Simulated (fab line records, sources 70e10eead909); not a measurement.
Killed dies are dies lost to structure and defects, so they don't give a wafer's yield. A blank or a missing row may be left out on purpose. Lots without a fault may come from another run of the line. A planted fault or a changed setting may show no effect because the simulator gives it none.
fab line records | flow nand_harc
record lots=6 wafers=18 last_day=33
route steps=1302 shown A_STAIRCASE@656 END@1302
lots that met no fault: from a run of the same line without faults
start_h: hours from the record's first day to the start of the lot's first wafer shown | wait_h: hours since the lot's step before | " the same as in the row above | L1.1+2: a row that stands for several wafers | - no value, or no start given | * or withheld: withheld | < > ~ a bound
route shown NAME@n: a module of which the file shows steps, and the number in the route of the first | usual: mean/standard deviation of fault-free wafers | same: alike in all rows | chamber/n: place in a boat | sites: the reading at each site | _std_site: their standard deviation | _edge_site: outer sites' mean less inner sites' | radius_mm: how far each site lies from the wafer's centre | mask NAME#n: copy n | behind: the tool/chamber that last shaped the wafer | hold: why the lot was held/for how many hours/how that ended | device: the transistor (n, p or np) that didn't switch | end of line: the same wafers' tests at the end of the route | a step without rows: its recipe alone | killed: dies lost to structure and defects at the first sort, not the wafer's yield | map: a wafer's dies, x killed, . not, _ none there
set.NAME: the setting as run; set.NAME@STEP: as run at that earlier step | model.NAME: the simulator's own value behind a step, which no gauge read
lots at some steps of the route; a table a step, a row a wafer
services: from which hour (start_h, from the record's first day; less than 0 if before it) a tool's chamber was out of use, for how many hours, and why
## steps
# step NHARC_A_STAIRCASE_SRD_174
# step NHARC_A_STAIRCASE_DEHYDRATE_01
# recipe temp_c=150 time_s=120
# step NHARC_A_STAIRCASE_HMDS_02
# recipe time_s=30
# step NHARC_A_STAIRCASE_COAT_03
# recipe spin_rpm=1200
# step NHARC_A_STAIRCASE_SOFTBAKE_04
# recipe temp_c=135 time_s=170
# step NHARC_A_STAIRCASE_EBR_05
# step NHARC_A_STAIRCASE_EXPOSE_06
# recipe na=0.5 dose_mj=25.43 mask_id=STAIR
# step NHARC_A_STAIRCASE_PEB_07
# recipe peb_temp_c=115 peb_time_s=130
# step NHARC_A_STAIRCASE_DEVELOP_08
# recipe time_s=140
# step NHARC_A_STAIRCASE_HARDBAKE_10
# recipe temp_c=120 time_s=140
# step NHARC_A_STAIRCASE_DESCUM_11
# recipe time_s=3 o2_flow_sccm=200 ar_flow_sccm=0 bias_power_w=0 chemistry=O2
# usual drypump_motor_current_A=5.9/0.4 mfc_ar_sccm=0.006/0.0097 oes_product_au=1.004/0.0075 rf_vpp_V=57.8/0.88 showerhead_plenum_p_Torr=1.90/0.084 throttle_valve_pct=11.312/0.0086
# columns lot.wafer tool chamber start_h wait_h drypump_motor_current_A mfc_ar_sccm oes_product_au rf_hours_counter_h rf_vpp_V showerhead_plenum_p_Torr throttle_valve_pct
L350.2 rie_diel-04 1 420.44 - 6.4 0.005 1.009 18 58.0 1.90 11.312
L350.3 " 2 " " 6.0 0.033 1.010 21 57.3 1.81 11.315
L350.6 " 1 " " 6.4 0.005 1.007 - 56.7 1.91 11.300
L352.1 rie_diel-10 1 439.06 - 5.8 0.000 0.995 2 57.4 2.03 11.320
L352.4 " 2 " " 6.3 0.012 1.010 - 58.2 1.83 11.298
L352.6 " 3 " " 5.4 0 1.004 - 57.0 1.93 11.290
L363.2 rie_diel-03 1 552.26 - 5.2 0 0.984 31 59.5 2.05 11.315
L363.3 " 3 " " 6.1 0.004 1.008 31 58.5 1.96 11.302
L363.6 " 0 " " 6.1 0 0.987 - 58.0 2.05 11.311
L364.2 rie_diel-04 0 552.42 - 5.4 0.010 0.993 4 57.9 1.85 11.314
L364.5 " 3 " " 5.7 0 0.994 - 57.4 1.78 11.320
L364.6 " 0 " " 5.4 0.010 0.997 - 58.6 1.85 11.311
L365.4 rie_diel-10 1 555.95 - 5.8 0.000 1.020 41 58.5 2.02 11.313
L365.1 " 2 " " 6.3 0.012 1.004 46 58.6 1.82 11.323
L365.5 " 2 " " 6.3 0.012 1.010 - 58.9 1.82 11.312
L366.3 rie_diel-04 1 578.44 - 6.3 0.005 1.001 10 58.8 1.89 11.295
L366.2 " 2 " " 6.0 0.033 1.003 11 57.9 1.80 11.318
L366.1 " 3 " " 5.7 0 0.989 8 58.9 1.78 11.297
# step NHARC_A_STAIRCASE_TRIM_12
# recipe time_s=211.2 o2_flow_sccm=500 ar_flow_sccm=0 bias_w=0 chemistry=O2
# usual bias_w=0/0 chamber_pressure_mTorr=60.00/0.057 drypump_motor_current_A=5.9/0.42 mfc_ar_sccm=0.006/0.009 oes_product_au=1.002/0.0073 rf_vpp_V=57.7/0.8 showerhead_plenum_p_Torr=3.51/0.14 throttle_valve_pct=17.036/0.01
# columns lot.wafer tool chamber start_h wait_h bias_w chamber_pressure_mTorr drypump_motor_current_A mfc_ar_sccm oes_product_au rf_hours_counter_h rf_vpp_V showerhead_plenum_p_Torr throttle_valve_pct
L350.2 rie_diel-04 0 420.62 0.2 0 60.01 5.4 0.010 1.002 22 56.8 3.45 17.035
L350.3 " 1 " " 0 60.13 6.4 0.005 1.007 18 57.6 3.51 17.071
L350.6 " 1 " " 0 60.00 6.4 0.005 1.005 - 57.3 3.51 17.047
L352.1 rie_diel-10 3 439.20 0.1 0 60.02 5.4 0 1.000 2 57.4 3.55 17.053
L352.6 " 1 " " 0 59.91 5.8 0.000 0.990 - 58.8 3.74 17.027
L352.4 " 2 " " 0 60.08 6.4 0.012 1.010 - 59.2 3.39 17.018
L363.2 rie_diel-03 2 552.35 0.1 - - - - - - - - -
L363.3 " 3 " " - - - - - - - - -
L363.6 " 1 " " - - - - - - - - -
L364.2 rie_diel-04 1 552.49 0.1 - - - - - - - - -
L364.6 " 1 " " - - - - - - - - -
L364.5 " 2 " " - - - - - - - - -
L365.4 rie_diel-10 0 556.05 0.1 0 60.04 5.9 0 1.008 26 57.9 3.52 17.037
L365.1 " 2 " " 0 59.96 6.4 0.012 1.009 46 57.7 3.36 17.034
L365.5 " 0 " " 0 60.02 5.9 0 1.014 - 58.0 3.52 17.036
L366.2 rie_diel-04 3 578.52 0.1 0 60.02 5.7 0 0.998 8 56.9 3.30 17.034
L366.1 " 0 " " 0 60.03 5.4 0.010 1.000 9 58.0 3.42 17.029
L366.3 " 2 " " 0 60.04 6.0 0.033 1.006 11 56.9 3.33 17.020
# step NHARC_A_STAIRCASE_ETCH_13
# recipe target_depth_a=1000 time_s=40.5 ion_energy_ev=400 c4f8_flow_sccm=20 o2_flow_sccm=10 ar_flow_sccm=withheld rf_w=600 bias_w=1000 chemistry=C4F8/O2
# usual oes_product_au=0.945/0.012 rf_fwd_power_W=591/3.1 rf_vpp_V=895/5.3
# columns lot.wafer tool chamber start_h wait_h oes_product_au rf_fwd_power_W rf_hours_counter_h rf_vpp_V
L350.3 rie_diel-04 2 - - 0.947 596 21 890
L350.2 " 0 " " 0.930 587 22 894
L350.6 " 2 " " 0.938 595 - 891
L352.1 rie_diel-10 2 - - 0.937 593 2 890
L352.6 " 1 " " 0.932 590 - 903
L352.4 " 2 " " 0.931 594 - 890
L363.2 rie_diel-03 3 552.49 0.1 0.970 592 31 899
L363.3 " 1 " " 0.949 592 31 903
L363.6 " 0 " " 0.939 593 - 906
L364.2 rie_diel-04 2 552.70 0.2 0.937 595 5 890
L364.5 " 0 " " 0.958 586 - 892
L364.6 " 1 " " 0.936 590 - 896
L365.4 rie_diel-10 3 - - 0.937 593 46 897
L365.1 " 0 " " 0.961 590 26 898
L365.5 " 3 " " 0.947 589 - 894
L366.2 rie_diel-04 2 - - 0.938 595 11 889
L366.1 " 3 " " 0.943 589 8 887
L366.3 " 1 " " 0.941 593 11 894
# step NHARC_END_SORT_01
# recipe temp_c=25
# usual killed_at_array=63/18 killed_at_other=1.1/1.3 killed_at_periphery=4.3/2.8 killed_dies=68/18 killed_open=3.3/2 killed_short=2.4/1.6
# same gross_dies=677
# columns lot.wafer tool chamber start_h wait_h killed_at_array killed_at_other killed_at_periphery killed_dies killed_open killed_short
L350.2 prober-01 0 722.05 2.8 83 1 10 94 3 2
L350.3 prober-01 0 722.84 3.1 68 0 3 71 4 0
L350.6 prober-01 0 725.21 4.0 85 0 8 93 4 0
L352.1 prober-01 0 736.74 2.5 63 0 3 66 6 2
L352.4 prober-01 0 739.15 3.4 62 2 4 68 4 4
L352.6 prober-01 0 740.76 4.0 58 3 6 67 8 2
L363.2 prober-01 0 776.68 2.8 674 1 2 677 6 1
L363.3 prober-01 0 777.48 3.1 674 0 3 677 1 4
L363.6 prober-01 0 779.86 4.0 675 0 2 677 3 1
L364.2 prober-02 0 782.94 2.8 672 2 3 677 3 2
L364.5 prober-02 0 785.33 3.7 669 2 6 677 7 3
L364.6 prober-02 0 786.12 4.0 672 2 3 677 2 2
# killed by level:class
L350.2 A_CHANNEL_HOLE_D2:chamber_film_flake=34 A_CHANNEL_HOLE_D1:chamber_film_flake=32 P_M1:chamber_film_flake=7 A_CONTACT:chamber_film_flake=5 A_STAIRCASE:chamber_film_flake=3 A_SGD_CUT:chamber_film_flake=2 P_GATE:geometric_particle:open=1 A_CHANNEL_HOLE_D1:geometric_particle:open=1
L350.3 A_CHANNEL_HOLE_D2:chamber_film_flake=30 A_CHANNEL_HOLE_D1:chamber_film_flake=18 A_SLIT:chamber_film_flake=4 A_CONTACT:chamber_film_flake=4 A_SGD_CUT:chamber_film_flake=3 A_CHANNEL_FILL_D2:chamber_film_flake=3 P_M1:chamber_film_flake=2 A_CHANNEL_FILL_D1:geometric_particle:open=1
L350.6 A_CHANNEL_HOLE_D1:chamber_film_flake=32 A_CHANNEL_HOLE_D2:chamber_film_flake=28 A_CONTACT:chamber_film_flake=6 P_M1:chamber_film_flake=5 A_SGD_CUT:chamber_film_flake=5 A_SLIT:chamber_film_flake=4 A_CHANNEL_FILL_D1:chamber_film_flake=2 A_CHANNEL_FILL_D2:chamber_film_flake=2
L352.1 A_CHANNEL_HOLE_D1:chamber_film_flake=34 A_CHANNEL_HOLE_D2:chamber_film_flake=12 A_CONTACT:chamber_film_flake=5 A_M0:chamber_film_flake=3 A_ONON_D2:geometric_particle:open=2 P_GATE:geometric_particle:open=1 P_CONTACT:geometric_particle:short=1 P_M1:geometric_particle:open=1
L352.4 A_CHANNEL_HOLE_D1:chamber_film_flake=30 A_CHANNEL_HOLE_D2:chamber_film_flake=11 A_CONTACT:chamber_film_flake=6 A_STAIRCASE:chamber_film_flake=3 A_CHANNEL_FILL_D1:chamber_film_flake=2 A_SLIT:chamber_film_flake=2 THIN_TSV:chamber_film_flake=2 P_M0:geometric_particle:open=1
L352.6 A_CHANNEL_HOLE_D1:chamber_film_flake=31 A_CHANNEL_HOLE_D2:chamber_film_flake=10 A_STAIRCASE:chamber_film_flake=4 A_CONTACT:chamber_film_flake=4 THIN_TSV:chamber_film_flake=3 P_CONTACT:geometric_particle:open=2 P_M0:geometric_particle:open=2 A_WL_FILL:geometric_particle:open=2
L363.2 A_STAIRCASE:area_trim=615 A_SLIT:chamber_film_flake=25 A_CHANNEL_HOLE_D2:chamber_film_flake=13 A_CHANNEL_HOLE_D1:chamber_film_flake=8 A_WL_FILL:chamber_film_flake=3 P_CONTACT:geometric_particle:open=2 A_ONON_D1:geometric_particle:open=2 A_DECK1_JOINT:chamber_film_flake=2
L363.3 A_STAIRCASE:area_trim=593 A_SLIT:chamber_film_flake=32 A_CHANNEL_HOLE_D2:chamber_film_flake=23 A_CHANNEL_HOLE_D1:chamber_film_flake=15 A_WL_FILL:chamber_film_flake=3 A_CONTACT:geometric_particle:short=2 P_BONDPAD:chamber_film_flake=2 P_CONTACT:geometric_particle:short=1
L363.6 A_STAIRCASE:area_trim=611 A_CHANNEL_HOLE_D2:chamber_film_flake=25 A_SLIT:chamber_film_flake=22 A_CHANNEL_HOLE_D1:chamber_film_flake=9 A_WL_FILL:chamber_film_flake=3 A_CHANNEL_FILL_D1:geometric_particle:open=2 P_CONTACT:geometric_particle:open=1 A_DECK1_JOINT:geometric_particle:short=1
L364.2 A_STAIRCASE:area_trim=621 A_CHANNEL_HOLE_D2:chamber_film_flake=26 A_CHANNEL_HOLE_D1:chamber_film_flake=7 A_SLIT:chamber_film_flake=6 A_STAIRCASE:chamber_film_flake=3 A_DECK1_JOINT:chamber_film_flake=2 A_CONTACT:chamber_film_flake=2 THIN_TSV:chamber_film_flake=2
L364.5 A_STAIRCASE:area_trim=620 A_CHANNEL_HOLE_D2:chamber_film_flake=13 A_CHANNEL_HOLE_D1:chamber_film_flake=11 A_SLIT:chamber_film_flake=9 P_GATE:chamber_film_flake=4 A_CONTACT:chamber_film_flake=4 A_ONON_D2:geometric_particle:open=2 A_STAIRCASE:chamber_film_flake=2
L364.6 A_STAIRCASE:area_trim=614 A_CHANNEL_HOLE_D2:chamber_film_flake=28 A_CHANNEL_HOLE_D1:chamber_film_flake=13 A_WL_FILL:chamber_film_flake=4 A_CONTACT:chamber_film_flake=4 A_SLIT:chamber_film_flake=3 P_GATE:chamber_film_flake=2 THIN_TSV:chamber_film_flake=2
# map L363.2 (x killed, . not)
____________x____________
_________xxxxxxx_________
_______xxxxxxxxxxx_______
______xxxxxxxxxxxxx______
_____xxxxxxxxxxxxxxx_____
____xxxxxxxxxxxxxxxxx____
____xxxxxxxxxxxxxxxxx____
___xxxxxxxxxxxxxxxxxxx___
___xxxxxxxxxxxxxxxxxxx___
__xxxxxxxxxxxxxxxxxxxxx__
__xxxxxxxxxxxxxxxxxxxxx__
_xxxxxxxxxxxxxxxxxxxxxxx_
_xxxxxxxxxxxxxxxxxxxxxxx_
_xxxxxxxxxxxxxxxxxxxxxxx_
_xxxxxxxxxxxxxxxxxxxxxxx_
_xxxxxxxxxxxxxxxxxxxxxxx_
xxxxxxxxxxxxxxxxxxxxxxxxx
xxxxxxxxxxxxxxxxxxxxxxxxx
xxxxxxxxxxxxxxxxxxxxxxxxx
xxxxxxxxxxxxxxxxxxxxxxxxx
xxxxxxxxxxxxxxxxxxxxxxxxx
_xxxxxxxxxxxxxxxxxxxxxxx_
_xxxxxxxxxxxxxxxxxxxxxxx_
_xxxxxxxxxxxxxxxxxxxxxxx_
_xxxxxxxxxxxxxxxxxxxxxxx_
_xxxxxxxxxxxxxxxxxxxxxxx_
__xxxxxxxxxxxxxxxxxxxxx__
__xxxxxxxxxxxxxxxxxxxxx__
___xxxxxxxxxxxxxxxxxxx___
___xxxxxxxxxxxxxxxxxxx___
____xxxxxxxxxxxxxxxxx____
____xxxxxxxxxxxxxxxxx____
_____xxxxxxxxxxxxxxx_____
______xxxxxxxxxxxxx______
_______xxxxxxxxxxx_______
_________xxxxxxx_________
____________x____________
# map L364.2 (x killed, . not)
____________x____________
_________xxxxxxx_________
_______xxxxxxxxxxx_______
______xxxxxxxxxxxxx______
_____xxxxxxxxxxxxxxx_____
____xxxxxxxxxxxxxxxxx____
____xxxxxxxxxxxxxxxxx____
___xxxxxxxxxxxxxxxxxxx___
___xxxxxxxxxxxxxxxxxxx___
__xxxxxxxxxxxxxxxxxxxxx__
__xxxxxxxxxxxxxxxxxxxxx__
_xxxxxxxxxxxxxxxxxxxxxxx_
_xxxxxxxxxxxxxxxxxxxxxxx_
_xxxxxxxxxxxxxxxxxxxxxxx_
_xxxxxxxxxxxxxxxxxxxxxxx_
_xxxxxxxxxxxxxxxxxxxxxxx_
xxxxxxxxxxxxxxxxxxxxxxxxx
xxxxxxxxxxxxxxxxxxxxxxxxx
xxxxxxxxxxxxxxxxxxxxxxxxx
xxxxxxxxxxxxxxxxxxxxxxxxx
xxxxxxxxxxxxxxxxxxxxxxxxx
_xxxxxxxxxxxxxxxxxxxxxxx_
_xxxxxxxxxxxxxxxxxxxxxxx_
_xxxxxxxxxxxxxxxxxxxxxxx_
_xxxxxxxxxxxxxxxxxxxxxxx_
_xxxxxxxxxxxxxxxxxxxxxxx_
__xxxxxxxxxxxxxxxxxxxxx__
__xxxxxxxxxxxxxxxxxxxxx__
___xxxxxxxxxxxxxxxxxxx___
___xxxxxxxxxxxxxxxxxxx___
____xxxxxxxxxxxxxxxxx____
____xxxxxxxxxxxxxxxxx____
_____xxxxxxxxxxxxxxx_____
______xxxxxxxxxxxxx______
_______xxxxxxxxxxx_______
_________xxxxxxx_________
____________x____________
## services
# columns tool chamber start_h hours kind
rie_diel-10 0 408.18 57.3 repair
rie_diel-04 0 414.03 - clean
rie_diel-04 1 414.03 - clean
rie_diel-04 2 414.03 - clean
rie_diel-04 3 414.03 - clean
rie_diel-10 - 421.20 9.0 pm
rie_diel-04 3 426.47 1.7 repair
rie_diel-04 0 438.53 - clean
rie_diel-04 1 438.53 - clean
rie_diel-04 2 438.53 - clean
rie_diel-04 3 438.53 - clean
rie_diel-04 2 445.86 34.0 repair
rie_diel-03 - 460.74 9.0 pm
rie_diel-04 0 466.75 - clean
rie_diel-04 1 466.75 - clean
rie_diel-04 3 466.75 - clean
rie_diel-03 0 475.38 9.6 repair
rie_diel-03 2 490.23 16.0 repair
rie_diel-04 0 491.25 - clean
rie_diel-04 1 491.25 - clean
rie_diel-04 2 491.25 - clean
rie_diel-04 0 505.96 4.3 repair
rie_diel-04 2 523.84 18.4 repair
rie_diel-04 - 532.03 9.0 pm
## key
first_sign step=NHARC_A_STAIRCASE_TRIM_12 reading=tool_record direction=missing
effect step=NHARC_END_SORT_01 reading=killed_at_array direction=up sigmas=35 usual=63 struck=673
more_kills_born_at NHARC_A_STAIRCASE_TRIM_12@rie_diel-04=1855 NHARC_A_STAIRCASE_TRIM_12@rie_diel-03=1818
met_at NHARC_A_STAIRCASE_TRIM_12
struck_wafers L363.2,L363.3,L363.6,L364.2,L364.5,L364.6
later_rows_left_out L363.2,L363.3,L363.6,L364.2,L364.5,L364.6
tester_left_out L363,L364
onset_between 420.62 552.35
fault kind=skipped_step_whole tool=rie_diel-03,rie_diel-04 chamber=- onset_h=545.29 steps=NHARC_A_STAIRCASE_TRIM_12 scope=struck_lots_only
# tester_left_out: of these lots the tester's yield and bins aren't shown, on N5 and GAA mostly nor the transistor test; their killed dies are dies lost to structure and defects alone, not to doping, threshold or leakage, so they don't give the yield
# later_rows_left_out: the simulator's readings of these wafers behind a module that went badly wrong aren't trusted and aren't shown, but for the sort
